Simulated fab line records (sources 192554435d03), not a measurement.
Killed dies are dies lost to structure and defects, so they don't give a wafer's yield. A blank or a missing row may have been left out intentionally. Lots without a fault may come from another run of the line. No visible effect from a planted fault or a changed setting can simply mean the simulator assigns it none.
Matching of chambers	flow n5Finfet	cvdCo-01 running N5_BEOL_M3_CO_CAP_55: 3 sister chambers
The step material Co, precursor CCTBA/H2, target thk 2 nm, time 102.1 s. 33 wafers are shown with their chamber, then 12 later ones without.

## WAFERS, EACH WITH ITS CHAMBER
wafer	chamber	heaterPowerW (W)
L075.2	1	250
L075.4	2	212
L075.6	1	247
L074.3	2	211
L074.5	1	238
L074.6	0	247
L077.1	2	216
L077.4	2	214
L077.6	0	247
L078.1	0	241
L078.5	0	247
L078.6	2	218
L079.1	0	242
L079.2	1	251
L079.3	2	210
L080.1	0	249
L080.3	2	211
L080.6	2	213
L083.2	1	246
L083.4	1	243
L083.6	0	248
L086.2	2	211
L086.3	1	249
L086.5	1	247
L087.1	0	251
L087.4	0	258
L087.5	1	249
L085.1	1	255
L085.2	2	211
L085.5	0	248
L089.1	2	210
L089.5	2	211
L089.6	1	252

SIGNATURES (averages over the wafers above)
reading	chamber 0	chamber 1	chamber 2	scatter within a chamber
heaterPowerW	247.80	247.91	212.33	3.99
Rule: a wafer's distance from a chamber is the root of the sum, over the readings, of the square of ((its reading less the chamber's mean) divided by the reading's scatter). The wafer belongs to the nearest chamber; if the next one is less than 2 further off, it can't be placed. The scatter: the root of (the sum of the squares of (reading less its chamber's mean) over the shown wafers, divided by (wafers less chambers)).

## WAFERS WITHOUT THEIR CHAMBER
wafer	heaterPowerW (W)
L090.3	211
L090.4	247
L090.6	246
L091.1	251
L091.5	210
L091.6	247
L093.1	247
L093.4	247
L093.6	248
L096.1	250
L096.4	213
L096.5	250

## CHAMBER TAKEN BY EACH
wafer	from the rows above	in truth
L090.3	2	2
L090.4	can't be placed: 0 or 1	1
L090.6	can't be placed: 0 or 1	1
L091.1	can't be placed: 1 or 0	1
L091.5	2	2
L091.6	can't be placed: 0 or 1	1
L093.1	can't be placed: 0 or 1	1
L093.4	can't be placed: 0 or 1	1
L093.6	can't be placed: 1 or 0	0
L096.1	can't be placed: 1 or 0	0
L096.4	2	2
L096.5	can't be placed: 1 or 0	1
3 of 12 placed correctly. From these rows, 9 cannot be placed; in 9 the true chamber is one of the candidates. Placed wrongly: 0.
